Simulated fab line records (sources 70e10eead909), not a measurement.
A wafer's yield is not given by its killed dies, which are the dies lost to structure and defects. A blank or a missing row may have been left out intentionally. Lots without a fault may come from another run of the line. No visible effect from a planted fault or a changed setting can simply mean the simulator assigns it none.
fab line records	flow nandHarc
record lots=24	wafers=72	lastDay=33
route steps=1302 shown P_CONTACT@236 P_M0@263
lots with no fault: from the same line, run without faults
startH: hours from the record's opening day to when the first of the lot's shown wafers began	waitH: time in hours since the lot's previous step	" the same as in the row above	L1.1+2: a single row standing in for several wafers	- either no value or no given start	* or withheld: withheld	< > ~ a bound
route shown NAME@n: NAME is a module with steps in the file, n the number in the route of the first one	usual: the fault-free wafers' mean and standard deviation	same: alike in all rows	chamber/n: place in a boat	sites: the reading at each site	_std_site: how widely they spread, as a standard deviation	_edge_site: inner sites' mean taken away from outer sites' mean	radiusMm: how far each site lies from the wafer's centre	mask NAME#n: copy n	behind: the last tool/chamber to shape the wafer	hold: the reason the lot was held/the length of the hold in hours/how it ended	device: whichever transistor did not switch (one of n, p or np)	end of line: tests of these same wafers at the route's end	step lacking rows: just its recipe	killed: dies lost to structure and defects at the first sort, not the wafer's yield	map: a wafer's dies, marking killed ones x, the rest . and places with no die _
set.NAME: the setting the step ran with; set.NAME@STEP: the setting that earlier step ran with	model.NAME: the simulator's own value behind a step, which no gauge read
a sample of lots followed through the steps of the route, with each step as a table and each wafer as a row
services: from which hour (startH, from the record's first day; less than 0 if before it) a tool's chamber was out of use, for how many hours, and why
## steps
# step NHARC_P_CONTACT_ETCH_35
# recipe targetDepthA=390	overEtchFrac=0.3	timeS=65	ionEnergyEv=80	cf4FlowSccm=150	arFlowSccm=0	rfW=300	biasW=100	chemistry=CF4
# usual drypumpMotorCurrentA=5.7/0.5	oesProductAu=1.001/0.011	rfVppV=151.4/1.1	showerheadPlenumPTorr=1.78/0.069	throttleValvePct=13.283/0.0086
lot.wafer	tool	chamber	startH	waitH	drypumpMotorCurrentA	oesProductAu	rfHoursCounterH	rfVppV	showerheadPlenumPTorr	throttleValvePct
L074.1	rieDiel-12	2	122.89	0.1	6.4	0.992	0.2	150.9	1.78	13.285
L074.5	"	1	"	"	5.1	0.988	-	152.0	1.82	13.288
L074.6	"	2	"	"	6.4	0.987	-	152.2	1.78	13.292
L076.3	rieDiel-12	1	139.15	0.1	5.1	0.995	0.8	152.3	1.82	13.282
L076.5	"	1	"	"	5.1	0.994	-	151.5	1.82	13.278
L076.6	"	2	"	"	6.4	1.003	-	151.7	1.78	13.283
L075.1	rieDiel-04	2	139.58	0.1	5.5	1.002	6.7	152.0	1.77	13.276
L075.5	"	2	"	"	5.5	0.996	-	150.6	1.77	13.284
L075.6	"	3	"	"	5.7	0.998	-	151.8	1.86	13.300
L077.1	rieDiel-04	1	151.24	0.1	5.7	1.006	6.5	151.5	1.86	13.269
L077.4	"	2	"	"	5.5	1.003	8.0	150.7	1.77	13.283
L077.6	"	0	"	"	6.4	0.994	-	152.2	1.85	13.266
L078.4	rieDiel-13	1	155.77	0.1	5.3	1.012	4.1	150.2	1.68	13.272
L078.1	"	3	"	"	5.3	1.008	3.6	150.8	1.73	13.300
L078.5	"	2	"	"	5.0	0.997	-	150.8	1.67	13.296
L079.1	rieDiel-12	1	162.60	0.1	5.1	0.992	1.7	153.7	1.82	13.285
L079.2	"	2	"	"	6.5	0.985	1.5	151.4	1.78	13.277
L079.5	"	0	"	"	6.3	0.980	-	149.6	1.68	13.281
L080.3	rieDiel-04	1	175.89	0.1	5.8	1.005	7.6	153.3	1.86	13.271
L080.4	"	2	"	"	5.5	1.013	9.1	151.8	1.76	13.275
L080.2	"	3	"	"	5.7	1.011	11.0	153.9	1.86	13.287
L081.3	rieDiel-12	3	192.32	0.1	5.2	1.006	2.5	150.9	1.74	13.277
L081.4	"	0	"	"	6.3	0.989	2.7	150.5	1.68	13.292
L081.6	"	2	"	"	6.5	0.993	-	151.9	1.78	13.282
L082.5	rieDiel-12	2	199.42	0.1	6.5	0.989	-	150.2	1.78	13.290
L082.6	"	0	"	"	6.3	0.983	-	149.7	1.68	13.277
L082.4	"	1	"	"	5.1	1.005	-	150.7	1.82	13.288
L083.2	rieDiel-13	2	212.08	0.1	5.0	0.999	0.5	149.4	1.67	13.280
L083.1	"	3	"	"	5.3	1.000	0.5	150.6	1.73	13.287
L083.5	"	2	"	"	5.1	1.002	-	149.6	1.67	13.291
L084.2	rieDiel-12	2	220.91	0.1	6.4	0.992	3.6	151.2	1.78	13.295
L084.3	"	0	"	"	6.3	0.978	3.7	151.1	1.68	13.289
L084.6	"	3	"	"	5.1	0.993	-	151.5	1.74	13.301
L085.4	rieDiel-04	3	225.18	0.1	5.8	0.993	1.2	152.0	1.86	13.283
L085.5	"	2	"	"	5.5	1.026	-	150.9	1.76	13.270
L085.6	"	3	"	"	5.7	0.998	-	151.8	1.86	13.284
L086.3	rieDiel-13	0	242.50	0.1	5.3	0.994	1.2	149.3	1.67	13.270
L086.5	"	3	"	"	5.4	0.992	-	150.6	1.73	13.269
L086.6	"	0	"	"	5.4	1.003	-	150.4	1.67	13.281
L087.4	rieDiel-04	2	242.69	0.1	5.5	1.019	2.5	152.6	1.76	13.292
L087.3	"	0	"	"	6.5	1.001	2.7	151.8	1.85	13.280
L087.5	"	1	"	"	5.7	1.010	-	152.1	1.86	13.289
L088.4	rieDiel-13	0	261.06	0.1	5.3	0.991	1.8	149.7	1.67	13.267
L088.2	"	2	"	"	5.0	0.990	2.2	150.8	1.67	13.266
L088.5	"	3	"	"	5.4	1.001	-	150.7	1.73	13.280
L089.4	rieDiel-04	2	261.80	0.1	5.5	1.026	3.0	150.3	1.76	13.286
L089.1	"	0	"	"	6.5	1.010	3.1	152.7	1.85	13.281
L089.6	"	1	"	"	5.7	1.008	-	152.8	1.86	13.270
L090.3	rieDiel-04	0	274.88	0.1	6.5	1.010	3.6	151.5	1.85	13.279
L090.5	"	0	"	"	6.5	1.000	-	152.3	1.85	13.278
L090.6	"	1	"	"	5.7	0.993	-	152.4	1.86	13.275
L091.1	rieDiel-12	3	287.15	0.1	5.2	1.003	0.1	150.0	1.74	13.283
L091.3	"	0	"	"	6.3	0.985	0.2	149.6	1.68	13.294
L091.6	"	2	"	"	6.4	1.008	-	151.8	1.78	13.275
L092.4	rieDiel-04	0	300.46	0.1	6.5	1.010	4.8	151.9	1.85	13.278
L092.3	"	3	"	"	5.7	1.007	4.5	152.2	1.86	13.278
L092.6	"	0	"	"	6.5	1.010	-	153.0	1.85	13.289
L093.1	rieDiel-04	2	303.88	0.1	5.5	1.034	5.6	150.4	1.76	13.288
L093.2	"	3	"	"	5.7	0.992	4.8	152.8	1.86	13.284
L093.3	"	0	"	"	6.5	1.007	5.1	151.5	1.85	13.286
L094.5	rieDiel-12	1	315.74	0.1	5.1	1.006	-	152.9	1.82	13.277
L094.4	"	2	"	"	6.4	1.004	-	151.9	1.78	13.269
L094.6	"	0	"	"	6.3	1.010	-	150.1	1.68	13.282
L095.1	rieDiel-12	3	327.72	0.1	5.2	1.010	1.3	150.2	1.74	13.280
L095.2	"	0	"	"	6.3	1.003	1.8	150.6	1.68	13.276
L095.4	"	1	"	"	5.1	0.997	1.7	152.1	1.82	13.276
L096.4	rieDiel-04	3	348.10	0.1	5.8	0.985	7.0	152.6	1.86	13.277
L096.3	"	0	"	"	6.5	0.997	7.6	151.4	1.85	13.282
L096.5	"	1	"	"	5.7	1.011	-	152.6	1.86	13.276
L097.4	rieDiel-04	2	350.07	0.1	5.5	1.019	8.3	152.2	1.76	13.288
L097.5	"	2	"	"	5.5	1.022	-	151.1	1.76	13.275
L097.6	"	3	"	"	5.8	0.994	-	152.5	1.86	13.303
# step NHARC_P_M0_CD_MEAS_09
# recipe targetCdNm=90	landingEnergyEv=500
# usual cdNm=89.9/0.6
lot.wafer	tool	chamber	startH	waitH	cdNm
L074.1	cdSem-01	0	126.66	-	90.2
L074.5	"	0	"	"	90.1
L074.6	"	0	"	"	90.2
L076.3	cdSem-02	0	143.23	-	90.7
L076.5	"	0	"	"	90.0
L076.6	"	0	"	"	89.6
L075.1	cdSem-01	0	143.53	-	89.7
L075.5	"	0	"	"	89.8
L075.6	"	0	"	"	90.3
L077.1	cdSem-02	0	155.04	-	88.9
L077.4	"	0	"	"	89.9
L077.6	"	0	"	"	89.5
L078.1	cdSem-03	0	159.68	-	90.0
L078.4	"	0	"	"	89.3
L078.5	"	0	"	"	90.6
L079.1	cdSem-01	0	166.50	-	89.5
L079.2	"	0	"	"	90.2
L079.5	"	0	"	"	89.3
L080.2	cdSem-02	0	179.88	-	89.9
L080.3	"	0	"	"	90.0
L080.4	"	0	"	"	90.8
L081.3	cdSem-01	0	196.79	-	89.9
L081.4	"	0	"	"	89.3
L081.6	"	0	"	"	90.5
L082.4	cdSem-01	0	203.44	-	89.4
L082.5	"	0	"	"	89.3
L082.6	"	0	"	"	89.3
L083.1	cdSem-02	0	215.98	-	89.7
L083.2	"	0	"	"	89.9
L083.5	"	0	"	"	89.7
L084.2	cdSem-01	0	224.80	-	89.2
L084.3	"	0	"	"	88.4
L084.6	"	0	"	"	89.0
L085.4	cdSem-01	0	228.94	-	89.8
L085.5	"	0	"	"	90.1
L085.6	"	0	"	"	90.1
L086.3	cdSem-03	0	246.47	-	90.0
L086.5	"	0	"	"	90.1
L086.6	"	0	"	"	90.2
L087.3	cdSem-02	0	246.66	-	90.7
L087.4	"	0	"	"	89.9
L087.5	"	0	"	"	90.1
L088.2	cdSem-03	0	264.86	-	90.2
L088.4	"	0	"	"	90.4
L088.5	"	0	"	"	89.9
L089.1	cdSem-03	0	265.57	-	89.6
L089.4	"	0	"	"	89.4
L089.6	"	0	"	"	90.3
L090.3	cdSem-01	0	278.93	-	90.7
L090.5	"	0	"	"	89.9
L090.6	"	0	"	"	90.5
L091.1	cdSem-02	0	290.93	-	91.5
L091.3	"	0	"	"	89.9
L091.6	"	0	"	"	91.0
L092.3	cdSem-02	0	304.24	-	89.0
L092.4	"	0	"	"	88.3
L092.6	"	0	"	"	89.1
L093.1	cdSem-03	0	307.64	-	91.3
L093.2	"	0	"	"	91.3
L093.3	"	0	"	"	89.8
L094.4	cdSem-03	0	319.75	-	89.5
L094.5	"	0	"	"	90.0
L094.6	"	0	"	"	90.1
L095.1	cdSem-02	0	331.65	-	89.1
L095.2	"	0	"	"	88.9
L095.4	"	0	"	"	89.1
L096.3	cdSem-01	0	352.08	-	89.2
L096.4	"	0	"	"	89.6
L096.5	"	0	"	"	89.8
L097.4	cdSem-03	0	354.11	-	89.6
L097.5	"	0	"	"	89.4
L097.6	"	0	"	"	90.0
# step NHARC_P_M0_ETCH_15
# recipe targetDepthA=1500	overetchA=150	timeS=82.5	c4f8FlowSccm=withheld	arFlowSccm=400	rfW=600	biasW=300	chemistry=C4F8/Ar
# usual oesProductAu=0.963/0.02	rfVppV=440/3
lot.wafer	tool	chamber	startH	waitH	oesProductAu	rfHoursCounterH	rfVppV
L074.1	rieDiel-10	0	-	-	0.985	8	445
L074.5	"	1	"	"	0.985	-	442
L074.6	"	2	"	"	0.978	-	437
L076.3	rieDiel-11	2	-	-	0.984	21	438
L076.6	"	3	"	"	0.988	-	438
L076.5	"	0	"	"	0.972	-	443
L075.1	rieDiel-03	1	-	-	0.965	11	440
L075.6	"	2	"	"	0.979	-	438
L075.5	"	3	"	"	0.981	-	440
L077.1	rieDiel-03	0	-	-	0.974	12	438
L077.4	"	1	"	"	0.971	13	440
L077.6	"	3	"	"	0.963	-	441
L078.1	rieDiel-10	2	-	-	0.982	14	436
L078.4	"	3	"	"	0.989	13	439
L078.5	"	2	"	"	0.967	-	438
L079.1	rieDiel-10	3	-	-	0.983	15	438
L079.2	"	0	"	"	0.984	16	445
L079.5	"	2	"	"	0.975	-	438
L080.2	rieDiel-10	0	-	-	0.990	18	446
L080.4	"	1	"	"	0.982	18	443
L080.3	"	2	"	"	0.955	18	438
L081.4	rieDiel-11	2	-	-	0.948	39	437
L081.3	"	1	"	"	0.940	39	441
L081.6	"	3	"	"	0.929	-	439
L082.4	rieDiel-11	1	-	-	0.970	39	441
L082.5	"	0	"	"	0.966	-	440
L082.6	"	1	"	"	0.958	-	442
L083.2	rieDiel-03	0	-	-	0.934	27	439
L083.1	"	3	"	"	0.932	31	440
L083.5	"	0	"	"	0.916	-	438
L084.2	rieDiel-10	1	-	-	0.974	25	443
L084.3	"	3	"	"	0.952	23	438
L084.6	"	1	"	"	0.976	-	443
L085.4	rieDiel-10	3	-	-	0.964	23	438
L085.6	"	2	"	"	0.965	-	438
L085.5	"	3	"	"	0.972	-	440
L086.3	rieDiel-11	1	-	-	0.926	55	441
L086.5	"	3	"	"	0.935	-	438
L086.6	"	0	"	"	0.938	-	441
L087.4	rieDiel-11	2	-	-	0.943	58	437
L087.3	"	1	"	"	0.923	55	440
L087.5	"	2	"	"	0.941	-	437
L088.4	rieDiel-11	0	-	-	0.963	0	441
L088.2	"	1	"	"	0.971	0	440
L088.5	"	2	"	"	0.982	-	438
L089.1	rieDiel-11	0	-	-	0.956	0	442
L089.4	"	1	"	"	0.992	0	441
L089.6	"	3	"	"	0.968	-	445
L090.3	rieDiel-10	3	-	-	0.940	6	437
L090.5	"	0	"	"	0.942	-	444
L090.6	"	1	"	"	0.959	-	442
L091.1	rieDiel-10	3	-	-	0.957	9	437
L091.3	"	0	"	"	0.962	10	446
L091.6	"	3	"	"	0.966	-	438
L092.3	rieDiel-10	2	-	-	0.951	10	437
L092.4	"	3	"	"	0.956	11	439
L092.6	"	1	"	"	0.978	-	442
L093.2	rieDiel-03	3	-	-	0.936	7	439
L093.1	"	0	"	"	0.957	7	439
L093.3	"	2	"	"	0.943	8	445
L094.4	rieDiel-11	1	-	-	0.970	20	440
L094.6	"	3	"	"	0.984	-	445
L094.5	"	0	"	"	0.965	-	443
L095.1	rieDiel-10	0	-	-	0.964	15	444
L095.4	"	1	"	"	0.971	15	443
L095.2	"	2	"	"	0.976	14	438
L096.3	rieDiel-11	3	-	-	0.982	29	444
L096.4	"	1	"	"	0.966	33	441
L096.5	"	2	"	"	0.947	-	438
L097.4	rieDiel-03	0	-	-	0.982	25	439
L097.6	"	0	"	"	0.976	-	439
L097.5	"	1	"	"	0.985	-	439
# step NHARC_P_M0_STRIP_18
# recipe powerW=1000	n2FlowSccm=150	h2FlowSccm=150	arFlowSccm=0	biasW=0	chemistry=N2/H2
# usual drypumpMotorCurrentA=6.2/0.33	oesProductAu=1.004/0.011	rfVppV=90.7/0.98	showerheadPlenumPTorr=2.03/0.1	throttleValvePct=14.171/0.0094
lot.wafer	tool	chamber	startH	waitH	drypumpMotorCurrentA	oesProductAu	rfHoursCounterH	rfVppV	showerheadPlenumPTorr	throttleValvePct
L074.1	rieDiel-10	0	127.22	0.1	6.1	1.028	8	91.6	2.18	14.191
L074.5	"	0	"	"	6.1	1.013	-	91.6	2.18	14.162
L074.6	"	1	"	"	6.0	1.012	-	91.1	2.12	14.177
L076.3	rieDiel-11	1	143.81	0.1	5.5	1.003	21	89.9	2.05	14.169
L076.5	"	0	"	"	5.8	1.003	-	92.6	2.09	14.176
L076.6	"	1	"	"	5.5	1.013	-	91.3	2.05	14.174
L075.1	rieDiel-03	2	144.16	0.1	6.7	1.010	10	90.1	1.89	14.175
L075.5	"	3	"	"	6.3	1.014	-	90.8	2.02	14.190
L075.6	"	0	"	"	6.3	1.011	-	89.7	1.97	14.184
L077.1	rieDiel-10	1	155.60	0.1	6.0	1.006	14	92.1	2.11	14.156
L077.4	"	2	"	"	6.5	0.983	13	90.6	1.93	14.174
L077.6	"	1	"	"	6.0	1.003	-	91.5	2.11	14.173
L078.1	rieDiel-10	0	160.27	0.1	6.1	1.028	15	91.3	2.18	14.170
L078.4	"	1	"	"	5.9	1.009	15	89.3	2.11	14.156
L078.5	"	0	"	"	6.1	1.032	-	93.0	2.18	14.175
L079.2	rieDiel-10	0	167.09	0.1	6.1	1.031	16	91.0	2.18	14.168
L079.1	"	1	"	"	6.0	1.010	17	91.9	2.11	14.179
L079.5	"	0	"	"	6.1	1.020	-	93.5	2.18	14.176
L080.3	rieDiel-11	2	180.44	0.1	5.6	1.023	35	89.4	1.92	14.168
L080.2	"	0	"	"	5.8	1.009	31	90.4	2.08	14.158
L080.4	"	1	"	"	5.5	1.010	-	91.2	2.04	14.157
L081.3	rieDiel-03	1	197.57	0.1	6.0	0.999	24	89.7	1.95	14.174
L081.6	"	2	"	"	6.8	1.002	-	90.4	1.88	14.166
L081.4	"	1	"	"	6.0	0.994	-	89.0	1.95	14.177
L082.4	rieDiel-10	0	204.03	0.1	6.1	1.026	22	92.0	2.18	14.188
L082.6	"	3	"	"	6.6	1.004	-	90.6	1.95	14.161
L082.5	"	0	"	"	6.1	1.026	-	92.0	2.18	14.184
L083.1	rieDiel-10	2	216.59	0.1	6.5	0.994	22	90.8	1.93	14.176
L083.2	"	1	"	"	6.1	1.010	23	90.5	2.11	14.169
L083.5	"	2	"	"	6.5	0.990	-	89.2	1.93	14.179
L084.2	rieDiel-10	1	225.35	0.1	6.0	1.004	25	90.6	2.11	14.187
L084.3	"	3	"	"	6.6	1.002	23	88.7	1.94	14.171
L084.6	"	2	"	"	6.5	0.999	-	90.5	1.93	14.171
L085.4	rieDiel-10	2	229.54	0.1	6.5	0.986	23	91.1	1.93	14.174
L085.5	"	0	"	"	6.1	1.013	-	90.7	2.18	14.172
L085.6	"	1	"	"	6.0	1.002	-	90.7	2.11	14.173
L086.3	rieDiel-11	3	247.57	0.3	6.5	0.993	55	89.4	1.88	14.165
L086.6	"	1	"	"	5.5	1.002	-	90.7	2.04	14.163
L086.5	"	2	"	"	5.7	1.006	-	90.5	1.91	14.164
L087.3	rieDiel-03	2	248.16	0.7	6.7	0.996	43	89.7	1.88	14.182
L087.4	"	3	"	"	6.3	0.998	45	91.2	2.01	14.169
L087.5	"	2	"	"	6.7	0.998	-	90.0	1.88	14.162
L088.4	rieDiel-11	1	265.42	0.1	5.5	1.000	0	90.0	2.04	14.158
L088.2	"	0	"	"	5.8	1.001	0	90.5	2.07	14.184
L088.5	"	1	"	"	5.5	1.014	-	90.1	2.04	14.173
L089.1	rieDiel-10	1	266.18	0.1	6.0	1.012	3	90.5	2.11	14.172
L089.4	"	2	"	"	6.5	0.989	3	89.5	1.93	14.178
L089.6	"	0	"	"	6.1	0.990	-	90.8	2.18	14.167
L090.3	rieDiel-10	3	279.74	0.1	6.6	0.994	6	90.1	1.94	14.158
L090.6	"	1	"	"	6.0	1.007	-	89.8	2.11	14.154
L090.5	"	2	"	"	6.5	0.984	-	89.5	1.93	14.167
L091.3	rieDiel-10	2	291.54	0.1	6.5	0.986	8	89.4	1.93	14.163
L091.1	"	3	"	"	6.6	0.987	9	89.7	1.94	14.161
L091.6	"	1	"	"	6.0	0.997	-	90.6	2.11	14.183
L092.4	rieDiel-10	0	304.79	0.1	6.1	0.991	12	92.1	2.17	14.162
L092.3	"	2	"	"	6.5	0.986	10	89.5	1.93	14.151
L092.6	"	0	"	"	6.1	0.997	-	92.1	2.17	14.189
L093.3	rieDiel-10	0	308.27	0.1	6.1	0.997	12	90.5	2.17	14.186
L093.2	"	1	"	"	6.0	1.004	12	90.8	2.11	14.170
L093.1	"	2	"	"	6.5	0.990	11	90.5	1.93	14.169
L094.6	rieDiel-03	0	320.41	0.2	6.3	1.009	-	89.4	1.95	14.182
L094.4	"	1	"	"	6.0	1.016	-	91.6	1.93	14.162
L094.5	"	2	"	"	6.7	0.997	-	92.7	2.21	14.175
L095.4	rieDiel-10	2	332.21	0.1	6.5	0.998	14	90.2	1.92	14.176
L095.1	"	3	"	"	6.6	0.990	14	91.7	1.94	14.153
L095.2	"	0	"	"	6.1	1.012	15	91.8	2.17	14.161
L096.4	rieDiel-03	3	352.66	0.1	6.2	0.997	11	91.9	2.00	14.173
L096.3	"	1	"	"	6.1	1.013	26	90.2	1.93	14.164
L096.5	"	2	"	"	6.7	0.996	-	91.7	2.21	14.162
L097.4	rieDiel-10	3	354.74	0.1	6.6	1.002	19	89.9	1.94	14.166
L097.6	"	0	"	"	6.1	1.003	-	91.5	2.17	14.183
L097.5	"	1	"	"	6.0	1.009	-	91.4	2.10	14.179
# step NHARC_P_M0_PRE_CLEAN_29
# recipe timeS=30	tempC=280	gas=H2/He
# usual heaterPowerW=393/42
lot.wafer	tool	chamber	startH	waitH	heaterPowerW
L074.1	pvdSputter-01	-	-	-	390
L074.5	"	-	"	"	376
L074.6	"	-	"	"	382
L076.3	pvdSputter-03	-	-	-	408
L076.6	"	-	"	"	468
L076.5	"	-	"	"	347
L075.1	pvdSputter-01	-	-	-	419
L075.6	"	-	"	"	379
L075.5	"	-	"	"	381
L077.4	pvdSputter-03	-	-	-	462
L077.1	"	-	"	"	360
L077.6	"	-	"	"	404
L078.4	pvdSputter-03	-	-	-	392
L078.1	"	-	"	"	457
L078.5	"	-	"	"	403
L079.2	pvdSputter-02	-	-	-	483
L079.1	"	-	"	"	401
L079.5	"	-	"	"	376
L080.4	pvdSputter-01	-	-	-	388
L080.2	"	-	"	"	386
L080.3	"	-	"	"	393
L081.3	pvdSputter-02	-	-	-	479
L081.4	"	-	"	"	404
L081.6	"	-	"	"	331
L082.4	pvdSputter-02	-	-	-	487
L082.6	"	-	"	"	397
L082.5	"	-	"	"	378
L083.2	pvdSputter-01	-	-	-	398
L083.1	"	-	"	"	374
L083.5	"	-	"	"	401
L084.3	pvdSputter-02	-	-	-	333
L084.2	"	-	"	"	480
L084.6	"	-	"	"	387
L085.4	pvdSputter-02	-	-	-	400
L085.5	"	-	"	"	334
L085.6	"	-	"	"	485
L086.3	pvdSputter-01	-	-	-	371
L086.6	"	-	"	"	367
L086.5	"	-	"	"	418
L087.3	pvdSputter-02	-	-	-	493
L087.4	"	-	"	"	404
L087.5	"	-	"	"	338
L088.2	pvdSputter-02	-	-	-	492
L088.4	"	-	"	"	394
L088.5	"	-	"	"	399
L089.4	pvdSputter-03	-	-	-	367
L089.1	"	-	"	"	402
L089.6	"	-	"	"	372
L090.3	pvdSputter-01	-	-	-	361
L090.6	"	-	"	"	380
L090.5	"	-	"	"	380
L091.3	pvdSputter-01	-	-	-	357
L091.1	"	-	"	"	380
L091.6	"	-	"	"	430
L092.3	pvdSputter-02	-	-	-	388
L092.4	"	-	"	"	358
L092.6	"	-	"	"	379
L093.1	pvdSputter-02	-	-	-	359
L093.2	"	-	"	"	323
L093.3	"	-	"	"	467
L094.4	pvdSputter-01	-	-	-	417
L094.5	"	-	"	"	378
L094.6	"	-	"	"	372
L095.1	pvdSputter-02	-	-	-	389
L095.2	"	-	"	"	320
L095.4	"	-	"	"	472
L096.4	pvdSputter-02	-	-	-	365
L096.3	"	-	"	"	325
L096.5	"	-	"	"	321
L097.4	pvdSputter-01	-	-	-	424
L097.6	"	-	"	"	423
L097.5	"	-	"	"	390
# step NHARC_P_M0_DEP_32
# recipe targetThkA=300	tempC=370	targetThkNm=30	pressureTorr=3	flowSccm=200	rfW=450	material=SiCN
# usual heaterPowerOuterW=304/67	heaterPowerW=547/98
lot.wafer	tool	chamber	startH	waitH	heaterPowerOuterW	heaterPowerW
L074.1	pecvd-02	0	129.52	0.1	263	457
L074.5	"	2	"	"	235	500
L074.6	"	0	"	"	254	466
L076.3	pecvd-02	0	146.03	0.1	227	432
L076.5	"	1	"	"	388	666
L076.6	"	2	"	"	290	577
L075.1	pecvd-03	2	146.42	0.1	226	395
L075.5	"	1	"	"	425	698
L075.6	"	2	"	"	220	403
L077.1	pecvd-03	0	157.89	0.1	404	743
L077.6	"	0	"	"	419	725
L077.4	"	2	"	"	235	424
L078.1	pecvd-02	2	162.83	0.1	277	548
L078.5	"	0	"	"	267	491
L078.4	"	2	"	"	269	570
L079.2	pecvd-03	2	169.36	0.1	235	399
L079.1	"	0	"	"	436	751
L079.5	"	0	"	"	438	755
L080.2	pecvd-02	0	182.80	0.1	234	435
L080.3	"	1	"	"	359	637
L080.4	"	2	"	"	287	575
L081.3	pecvd-02	1	199.85	0.1	381	673
L081.6	"	1	"	"	398	673
L081.4	"	2	"	"	246	529
L082.4	pecvd-02	0	206.38	0.2	217	405
L082.5	"	1	"	"	363	643
L082.6	"	2	"	"	277	555
L083.2	pecvd-01	0	218.84	0.1	334	560
L083.1	"	2	"	"	325	580
L083.5	"	2	"	"	319	584
L084.3	pecvd-03	1	227.65	0.1	312	539
L084.2	"	2	"	"	256	444
L084.6	"	1	"	"	323	543
L085.5	pecvd-03	1	232.04	0.2	347	595
L085.4	"	2	"	"	260	437
L085.6	"	0	"	"	446	790
L086.3	pecvd-01	2	249.85	0.1	319	560
L086.5	"	0	"	"	306	528
L086.6	"	2	"	"	307	563
L087.3	pecvd-01	2	250.40	0.1	264	491
L087.5	"	0	"	"	325	550
L087.4	"	1	"	"	363	576
L088.2	pecvd-03	1	267.75	0.1	360	611
L088.5	"	0	"	"	398	724
L088.4	"	1	"	"	366	595
L089.1	pecvd-02	0	268.51	0.1	252	454
L089.4	"	2	"	"	238	506
L089.6	"	0	"	"	247	458
L090.3	pecvd-01	0	282.02	0.1	293	504
L090.5	"	1	"	"	298	489
L090.6	"	0	"	"	297	509
L091.3	pecvd-02	2	293.72	0.1	232	502
L091.1	"	1	"	"	327	592
L091.6	"	1	"	"	338	568
L092.3	pecvd-01	1	307.15	0.1	329	539
L092.6	"	2	"	"	319	579
L092.4	"	1	"	"	329	554
L093.1	pecvd-02	2	310.53	0.0	209	448
L093.2	"	0	"	"	221	411
L093.3	"	0	"	"	226	420
L094.6	pecvd-02	2	322.73	0.2	224	485
L094.5	"	0	"	"	287	501
L094.4	"	1	"	"	322	578
L095.2	pecvd-02	0	334.46	0.1	245	447
L095.1	"	1	"	"	374	626
L095.4	"	1	"	"	382	649
L096.4	pecvd-02	2	355.04	0.2	267	541
L096.3	"	0	"	"	292	514
L096.5	"	0	"	"	294	507
L097.4	pecvd-02	2	357.16	0.2	213	464
L097.5	"	0	"	"	257	466
L097.6	"	2	"	"	209	473
## services
tool	chamber	startH	hours	kind
pvdSputter-02	-	104.04	10.0	pm
rieDiel-03	-	104.40	9.0	pm
pvdSputter-02	-	125.57	0.9	repair
rieDiel-10	3	142.14	3.9	repair
rieDiel-04	-	161.75	1.0	repair
rieDiel-11	3	177.90	8.7	repair
rieDiel-04	-	177.90	9.0	pm
rieDiel-03	-	192.95	0.2	repair
rieDiel-03	0	196.89	5.7	repair
rieDiel-11	1	198.54	4.5	repair
rieDiel-04	-	219.88	0.2	repair
pecvd-02	-	227.47	13.0	pm
rieDiel-10	-	242.59	9.0	pm
rieDiel-11	3	255.28	5.4	repair
rieDiel-11	-	255.53	9.0	pm
pecvd-02	-	261.23	1.9	repair
rieDiel-11	0	271.41	8.5	repair
rieDiel-11	1	273.07	9.4	repair
rieDiel-04	3	274.83	8.4	repair
rieDiel-03	-	281.40	9.0	pm
pvdSputter-02	-	282.04	10.0	pm
pvdSputter-02	-	294.78	8.7	repair
pecvd-02	1	349.80	28.0	repair
rieDiel-04	-	354.90	9.0	pm
## key
fault none
